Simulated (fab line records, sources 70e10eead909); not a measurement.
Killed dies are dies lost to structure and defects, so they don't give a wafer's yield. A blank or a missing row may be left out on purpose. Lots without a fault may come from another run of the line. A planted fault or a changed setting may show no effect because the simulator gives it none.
Chamber matching | flow nand_harc | NHARC_A_WL_FILL_ALD_10 on ald_hk-03: 4 sister chambers
The step deposits SiO2, target thk 50 nm, pulse time 10 s, ald cycles 500. 8 wafers are shown with their chamber, then 7 later ones without.

WAFERS WITH THEIR CHAMBER
wafer  | chamber | heater_power_w (W) | precursor_pulse_height_rel
L566.6 | 3       | 583                | 0.994
L569.1 | 0       | 489                | 0.976
L569.5 | 3       | 577                | 0.990
L572.1 | 1       | 463                | 1.001
L572.4 | 0       | 476                | 0.982
L572.6 | 2       | 397                | 0.990
L582.1 | 2       | 424                | 0.967
L582.3 | 1       | 465                | 1.032

WAFERS WITHOUT THEIR CHAMBER
wafer  | heater_power_w (W) | precursor_pulse_height_rel
L582.4 | 587                | 0.970
L584.2 | 469                | 0.981
L584.4 | 512                | 0.981
L584.6 | 501                | 0.984
L587.1 | 497                | 1.001
L587.3 | 476                | 1.013
L587.6 | 465                | 0.979

WHICH CHAMBER EACH WENT THROUGH
wafer  | from the rows above     | in truth
L582.4 | 3                       | 3
L584.2 | can't be placed: 0 or 1 | 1
L584.4 | 0                       | 0
L584.6 | 0                       | 0
L587.1 | can't be placed: 0 or 1 | 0
L587.3 | can't be placed: 1 or 0 | 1
L587.6 | can't be placed: 0 or 1 | 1
Placed correctly: 3 of 7. Can't be placed from these rows: 4 (the true chamber is among the candidates in 4). Placed wrongly: 0.
How it was worked out, from the rows above alone: a wafer's distance from a chamber is the root of the sum, over the readings, of the square of ((its reading less the chamber's mean) divided by the reading's scatter). The wafer belongs to the nearest chamber; if the next one is less than 2 further off, it can't be placed. A chamber's mean is the mean of its shown wafers. The scatter: the root of (the sum of the squares of (reading less its chamber's mean) over the shown wafers, divided by (wafers less chambers)).
